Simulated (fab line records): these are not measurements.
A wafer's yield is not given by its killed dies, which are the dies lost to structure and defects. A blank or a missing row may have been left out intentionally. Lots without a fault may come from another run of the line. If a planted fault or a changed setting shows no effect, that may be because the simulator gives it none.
Code-filled problem report in 8D (eight disciplines) form ; flow n5_finfet ; the parts of the form that need people (team, actions taken, sign-off) are left out

## 1. THE PROBLEM
cd_nm at N5_BEOL_M10_CD_MEAS_28 reads a mean of 73.9 nm on 4 wafers of 2 lots; wafers without a fault read 70.0 nm with a standard deviation of 0.89. That puts it +4.4 standard deviations away from the usual mean.
The step: target cd 70 nm.
Seen first at day 14 21:12 on cd_sem-03, wafer L854.6. At this step, 31 wafers from 11 lots have a number in the record. The rule behind "out" and "out of limits": a value lying over 4 standard deviations away from the usual mean. Any other wafer with a number is counted as sound.

## 2. WHAT IT IS AND WHAT IT IS NOT
question;is;is not
which readings at this step;cd_nm;-
which lots;L854, L855;L840, L844, L846, L847, L848, L858, L859, L860, L863
which wafers of those lots;all that have a number;-
read on which gauges;cd_sem-01, cd_sem-03;cd_sem-02
when;from day 14 21:12;"up to then (15 sound wafers); but 12 sound wafers of L858, L859, L860, L863 came after"

## 3. WHAT RULES OUT EACH SUSPECT
Counting: any tool at a process step up to the reading is kept as a suspect provided that every lot that is out went through it and no sound lot did after the first of them.
- the gauge at N5_BEOL_M10_CD_MEAS_28 has been ruled out. The wafers that are out were read on 2 gauges (cd_sem-01, cd_sem-03).
- litho_track-01 at N5_BEOL_M10_PEB_26 (peb time 60 s): kept. It ran every lot that is out, first L854 (day 14 21:08), and no sound lot after that; its last sound lot up to then is L848 (day 12 17:16).
The count leaves litho_track-01 at N5_BEOL_M10_PEB_26.

## 4. THE CAUSE (what the simulator had put in)
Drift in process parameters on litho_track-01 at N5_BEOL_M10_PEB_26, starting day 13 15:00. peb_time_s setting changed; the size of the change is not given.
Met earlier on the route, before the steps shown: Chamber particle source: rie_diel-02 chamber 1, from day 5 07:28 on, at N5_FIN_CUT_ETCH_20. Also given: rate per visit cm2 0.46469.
Counting left only this tool.

## 5. THE CHAIN OF EFFECTS, in route order
One row per reading whose mean, taken over the struck wafers that have a number, lies over 3 standard deviations from the usual. Only readings for which the record gives a usual standard deviation are gone through. hours: the time from each lot's start at the first step in this table that gives one to its start at this step, as a median over the lots. sigmas: the change in usual standard deviations.
hours;step;reading;usual;on struck wafers;change;sigmas
0;N5_BEOL_M10_CD_MEAS_28;cd_nm;70.0 nm;73.9;+3.9;+4.4
59;N5_PASSIVATION_PROBE_49;killed_at_front_end;38;77;+39;+3.5
Process steps it contains:
- N5_PASSIVATION_PROBE_49
At these later measuring or inspecting steps, every struck wafer for which the step has a row has a number for every such reading, and none has moved that far: N5_BEOL_M10_OCD_MEAS_38.

## 6. WHAT WOULD HAVE CAUGHT IT SOONER
In this record the first reading out of limits at a measuring or inspecting step was taken at day 14 21:12, 30 hours after the fault began at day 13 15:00.
An alarm limit of 4 standard deviations would not have fired on the tool readings at N5_BEOL_M10_PEB_26 for which the record gives a usual standard deviation, since none of them was out on any struck wafer.
Of the lots that are out (2), L855 began N5_BEOL_M10_PEB_26 on litho_track-01 after day 14 21:12. Putting the tool on hold at that point would have spared it.
